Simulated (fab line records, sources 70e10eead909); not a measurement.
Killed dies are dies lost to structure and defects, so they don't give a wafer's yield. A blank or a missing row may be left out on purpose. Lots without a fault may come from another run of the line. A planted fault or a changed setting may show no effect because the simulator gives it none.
Chamber matching | flow nand_harc | NHARC_A_M0_DEP_32 on pecvd-03: 3 sister chambers
The step deposits SiCN, target thk 30 nm. 6 wafers are shown with their chamber, then 7 later ones without.

WAFERS WITH THEIR CHAMBER
wafer  | chamber | heater_power_w (W)
L082.5 | 2       | 479
L089.1 | 2       | 447
L089.3 | 1       | 762
L089.6 | 0       | 650
L091.2 | 1       | 768
L091.3 | 0       | 570

WAFERS WITHOUT THEIR CHAMBER
wafer  | heater_power_w (W)
L091.6 | 755
L094.1 | 740
L094.2 | 573
L094.5 | 571
L096.3 | 654
L096.5 | 723
L096.6 | 523

WHICH CHAMBER EACH WENT THROUGH
wafer  | from the rows above     | in truth
L091.6 | 1                       | 1
L094.1 | 1                       | 1
L094.2 | 0                       | 0
L094.5 | can't be placed: 0 or 2 | 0
L096.3 | can't be placed: 0 or 1 | 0
L096.5 | 1                       | 1
L096.6 | can't be placed: 2 or 0 | 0
Placed correctly: 4 of 7. Can't be placed from these rows: 3 (the true chamber is among the candidates in 3). Placed wrongly: 0.
How it was worked out, from the rows above alone: a wafer's distance from a chamber is the root of the sum, over the readings, of the square of ((its reading less the chamber's mean) divided by the reading's scatter). The wafer belongs to the nearest chamber; if the next one is less than 2 further off, it can't be placed. A chamber's mean is the mean of its shown wafers. The scatter: the root of (the sum of the squares of (reading less its chamber's mean) over the shown wafers, divided by (wafers less chambers)).
